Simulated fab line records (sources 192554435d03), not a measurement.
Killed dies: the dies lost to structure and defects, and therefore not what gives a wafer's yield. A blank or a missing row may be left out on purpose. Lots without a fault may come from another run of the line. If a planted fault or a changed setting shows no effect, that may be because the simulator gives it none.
Lot-split experiment || flow n5Finfet || route with 1938 steps; 7 lots, 39 wafers read

## SPLIT DETAILS
At N5_SD_EPI_P_EPI_21 (deposits SiGe:B, time 355 s), the setting dopantConcCm3 was moved away from the recipe's 3e+20 on 15 of the 39 wafers read, by -8.8% to +6.9%. All remaining wafers had this setting at the recipe value.

## FROM THE SPLIT TO THE READING: what the file shows between them, 3 steps
- N5_SD_EPI_P_HM_STRIP_48: strips SiNx in H3PO4, material SiNx, target depth 3 nm
- N5_SD_ACTIVATION_RTA_00: time 0 s
- N5_SD_ACTIVATION_LSA_01: time 0.0008 s

## THE READING
Measured at N5_SD_ACTIVATION_RS_MEAS_03 by four-point probe: RS_SD_P, in ohm/sq. Fault-free wafers of this fab line usually give 56.1 ohm/sq, standard deviation 0.83 ohm/sq.

{"wafer": "L076.3", "tool, chamber at the split": "epiRpcvd-02, 0", "dopantConcCm3 as run": 3e+20, "against the recipe": "recipe", "RS_SD_P, ohm/sq": 55.9, "against lot-mates on the recipe": "-"}
{"wafer": "L076.4", "tool, chamber at the split": "epiRpcvd-02, 0", "dopantConcCm3 as run": 3e+20, "against the recipe": "recipe", "RS_SD_P, ohm/sq": 55.8, "against lot-mates on the recipe": "-"}
{"wafer": "L076.6", "tool, chamber at the split": "epiRpcvd-02, 0", "dopantConcCm3 as run": 3e+20, "against the recipe": "recipe", "RS_SD_P, ohm/sq": 55.7, "against lot-mates on the recipe": "-"}
{"wafer": "L082.1", "tool, chamber at the split": "epiRpcvd-04, 0", "dopantConcCm3 as run": 2.781e+20, "against the recipe": "-7.3%", "RS_SD_P, ohm/sq": 60.0, "against lot-mates on the recipe": "+3.5"}
{"wafer": "L082.2", "tool, chamber at the split": "epiRpcvd-04, 0", "dopantConcCm3 as run": 3e+20, "against the recipe": "recipe", "RS_SD_P, ohm/sq": 56.2, "against lot-mates on the recipe": "-"}
{"wafer": "L082.3", "tool, chamber at the split": "epiRpcvd-04, 0", "dopantConcCm3 as run": 2.781e+20, "against the recipe": "-7.3%", "RS_SD_P, ohm/sq": 60.9, "against lot-mates on the recipe": "+4.4"}
{"wafer": "L082.4", "tool, chamber at the split": "epiRpcvd-04, 0", "dopantConcCm3 as run": 3e+20, "against the recipe": "recipe", "RS_SD_P, ohm/sq": 56.4, "against lot-mates on the recipe": "-"}
{"wafer": "L082.5", "tool, chamber at the split": "epiRpcvd-04, 0", "dopantConcCm3 as run": 3e+20, "against the recipe": "recipe", "RS_SD_P, ohm/sq": 56.8, "against lot-mates on the recipe": "-"}
{"wafer": "L082.6", "tool, chamber at the split": "epiRpcvd-04, 0", "dopantConcCm3 as run": 2.781e+20, "against the recipe": "-7.3%", "RS_SD_P, ohm/sq": 60.2, "against lot-mates on the recipe": "+3.7"}
{"wafer": "L083.1", "tool, chamber at the split": "epiRpcvd-02, 0", "dopantConcCm3 as run": 3.164e+20, "against the recipe": "+5.5%", "RS_SD_P, ohm/sq": 53.6, "against lot-mates on the recipe": -4.1}
{"wafer": "L083.2", "tool, chamber at the split": "epiRpcvd-02, 0", "dopantConcCm3 as run": 3e+20, "against the recipe": "recipe", "RS_SD_P, ohm/sq": 57.7, "against lot-mates on the recipe": "-"}
{"wafer": "L083.3", "tool, chamber at the split": "epiRpcvd-02, 0", "dopantConcCm3 as run": 3e+20, "against the recipe": "recipe", "RS_SD_P, ohm/sq": 57.6, "against lot-mates on the recipe": "-"}
{"wafer": "L083.4", "tool, chamber at the split": "epiRpcvd-02, 0", "dopantConcCm3 as run": 3e+20, "against the recipe": "recipe", "RS_SD_P, ohm/sq": 57.7, "against lot-mates on the recipe": "-"}
{"wafer": "L083.5", "tool, chamber at the split": "epiRpcvd-02, 0", "dopantConcCm3 as run": 3.164e+20, "against the recipe": "+5.5%", "RS_SD_P, ohm/sq": 54.5, "against lot-mates on the recipe": -3.2}
{"wafer": "L083.6", "tool, chamber at the split": "epiRpcvd-02, 0", "dopantConcCm3 as run": 3.164e+20, "against the recipe": "+5.5%", "RS_SD_P, ohm/sq": 54.9, "against lot-mates on the recipe": -2.8}
{"wafer": "L086.1", "tool, chamber at the split": "epiRpcvd-01, 0", "dopantConcCm3 as run": 3e+20, "against the recipe": "recipe", "RS_SD_P, ohm/sq": 56.5, "against lot-mates on the recipe": "-"}
{"wafer": "L086.2", "tool, chamber at the split": "epiRpcvd-01, 0", "dopantConcCm3 as run": 3.208e+20, "against the recipe": "+6.9%", "RS_SD_P, ohm/sq": 54.1, "against lot-mates on the recipe": -2.5}
{"wafer": "L086.3", "tool, chamber at the split": "epiRpcvd-01, 0", "dopantConcCm3 as run": 3e+20, "against the recipe": "recipe", "RS_SD_P, ohm/sq": 56.4, "against lot-mates on the recipe": "-"}
{"wafer": "L086.4", "tool, chamber at the split": "epiRpcvd-01, 0", "dopantConcCm3 as run": 3e+20, "against the recipe": "recipe", "RS_SD_P, ohm/sq": 56.9, "against lot-mates on the recipe": "-"}
{"wafer": "L086.5", "tool, chamber at the split": "epiRpcvd-01, 0", "dopantConcCm3 as run": 3.208e+20, "against the recipe": "+6.9%", "RS_SD_P, ohm/sq": 52.8, "against lot-mates on the recipe": -3.8}
{"wafer": "L086.6", "tool, chamber at the split": "epiRpcvd-01, 0", "dopantConcCm3 as run": 3.208e+20, "against the recipe": "+6.9%", "RS_SD_P, ohm/sq": 53.0, "against lot-mates on the recipe": -3.6}
{"wafer": "L089.1", "tool, chamber at the split": "epiRpcvd-02, 0", "dopantConcCm3 as run": 3e+20, "against the recipe": "recipe", "RS_SD_P, ohm/sq": 56.8, "against lot-mates on the recipe": "-"}
{"wafer": "L089.2", "tool, chamber at the split": "epiRpcvd-02, 0", "dopantConcCm3 as run": 2.737e+20, "against the recipe": "-8.8%", "RS_SD_P, ohm/sq": 61.5, "against lot-mates on the recipe": "+5.4"}
{"wafer": "L089.3", "tool, chamber at the split": "epiRpcvd-02, 0", "dopantConcCm3 as run": 3e+20, "against the recipe": "recipe", "RS_SD_P, ohm/sq": 56.3, "against lot-mates on the recipe": "-"}
{"wafer": "L089.4", "tool, chamber at the split": "epiRpcvd-02, 0", "dopantConcCm3 as run": 3e+20, "against the recipe": "recipe", "RS_SD_P, ohm/sq": 55.2, "against lot-mates on the recipe": "-"}
{"wafer": "L089.5", "tool, chamber at the split": "epiRpcvd-02, 0", "dopantConcCm3 as run": 2.737e+20, "against the recipe": "-8.8%", "RS_SD_P, ohm/sq": 61.5, "against lot-mates on the recipe": "+5.4"}
{"wafer": "L089.6", "tool, chamber at the split": "epiRpcvd-02, 0", "dopantConcCm3 as run": 2.737e+20, "against the recipe": "-8.8%", "RS_SD_P, ohm/sq": 61.4, "against lot-mates on the recipe": "+5.3"}
{"wafer": "L090.1", "tool, chamber at the split": "epiRpcvd-04, 0", "dopantConcCm3 as run": 3e+20, "against the recipe": "recipe", "RS_SD_P, ohm/sq": 57.6, "against lot-mates on the recipe": "-"}
{"wafer": "L090.2", "tool, chamber at the split": "epiRpcvd-04, 0", "dopantConcCm3 as run": 3e+20, "against the recipe": "recipe", "RS_SD_P, ohm/sq": 56.7, "against lot-mates on the recipe": "-"}
{"wafer": "L090.3", "tool, chamber at the split": "epiRpcvd-04, 0", "dopantConcCm3 as run": 3e+20, "against the recipe": "recipe", "RS_SD_P, ohm/sq": 57.8, "against lot-mates on the recipe": "-"}
{"wafer": "L090.4", "tool, chamber at the split": "epiRpcvd-04, 0", "dopantConcCm3 as run": 3e+20, "against the recipe": "recipe", "RS_SD_P, ohm/sq": 57.5, "against lot-mates on the recipe": "-"}
{"wafer": "L090.5", "tool, chamber at the split": "epiRpcvd-04, 0", "dopantConcCm3 as run": 3e+20, "against the recipe": "recipe", "RS_SD_P, ohm/sq": 57.4, "against lot-mates on the recipe": "-"}
{"wafer": "L090.6", "tool, chamber at the split": "epiRpcvd-04, 0", "dopantConcCm3 as run": 3e+20, "against the recipe": "recipe", "RS_SD_P, ohm/sq": 56.1, "against lot-mates on the recipe": "-"}
{"wafer": "L093.1", "tool, chamber at the split": "epiRpcvd-04, 0", "dopantConcCm3 as run": 3e+20, "against the recipe": "recipe", "RS_SD_P, ohm/sq": 55.7, "against lot-mates on the recipe": "-"}
{"wafer": "L093.2", "tool, chamber at the split": "epiRpcvd-04, 0", "dopantConcCm3 as run": 2.866e+20, "against the recipe": "-4.5%", "RS_SD_P, ohm/sq": 57.7, "against lot-mates on the recipe": "+1.8"}
{"wafer": "L093.3", "tool, chamber at the split": "epiRpcvd-04, 0", "dopantConcCm3 as run": 2.866e+20, "against the recipe": "-4.5%", "RS_SD_P, ohm/sq": 57.3, "against lot-mates on the recipe": "+1.4"}
{"wafer": "L093.4", "tool, chamber at the split": "epiRpcvd-04, 0", "dopantConcCm3 as run": 2.866e+20, "against the recipe": "-4.5%", "RS_SD_P, ohm/sq": 58.1, "against lot-mates on the recipe": "+2.2"}
{"wafer": "L093.5", "tool, chamber at the split": "epiRpcvd-04, 0", "dopantConcCm3 as run": 3e+20, "against the recipe": "recipe", "RS_SD_P, ohm/sq": 55.7, "against lot-mates on the recipe": "-"}
{"wafer": "L093.6", "tool, chamber at the split": "epiRpcvd-04, 0", "dopantConcCm3 as run": 3e+20, "against the recipe": "recipe", "RS_SD_P, ohm/sq": 56.2, "against lot-mates on the recipe": "-"}

FIT RESULTS
A straight line over all 39 wafers: RS_SD_P changes by -0.483 ohm/sq for each +1% of dopantConcCm3; r = -0.94; the points scatter about the line by 0.76 ohm/sq.
The same after taking each lot's own level away (the mean of its wafers on the recipe; 39 wafers): -0.547 ohm/sq for each +1%; r = -0.98; scatter 0.51 ohm/sq.
On that fit, the largest move of dopantConcCm3 shifts the reading by 4.8 ohm/sq.
Measured against the standard deviation above, the lots' own levels, which go from 55.80 to 57.67 ohm/sq, span 2.2 times it.
So the lot-to-lot level changes the slope: the two fits differ.
Check: for one of the wafers moved furthest among these (-8.8%), held out of the fit, the line's prediction against its lot-mates is +4.71 ohm/sq. Against them it came out at +5.4 ohm/sq.

## ADDITIONAL SPLITS CARRIED BY THESE WAFERS
Before the reading, these wafers also passed through other splits. Each is held against what the fit with the lots' levels taken away leaves over:
{"other split on the same wafers": "N5_PMOS_HMC_CHANNEL_EPI_FIN_RECESS_16 timeS", "wafers away from the commonest value": 15, "r with RS_SD_P (lot level and that fit taken away)": -0.18}
{"other split on the same wafers": "N5_FIN_SAQP_ALD_61 tempC", "wafers away from the commonest value": 15, "r with RS_SD_P (lot level and that fit taken away)": "+0.02"}
{"other split on the same wafers": "N5_FIN_CUT_CUT_ETCH_26 timeS", "wafers away from the commonest value": 15, "r with RS_SD_P (lot level and that fit taken away)": -0.09}
{"other split on the same wafers": "N5_DUMMY_GATE_ETCH_31 targetDepthA", "wafers away from the commonest value": 18, "r with RS_SD_P (lot level and that fit taken away)": "+0.08"}
{"other split on the same wafers": "N5_DUMMY_GATE_ETCH_32 timeS", "wafers away from the commonest value": 9, "r with RS_SD_P (lot level and that fit taken away)": -0.35}
{"other split on the same wafers": "N5_DUMMY_GATE_ETCH_42 biasW", "wafers away from the commonest value": 12, "r with RS_SD_P (lot level and that fit taken away)": -0.17}

## THE FILE'S OWN FIT
RS_SD_P changes by -0.547 ohm/sq for each +1% of dopantConcCm3, r = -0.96.
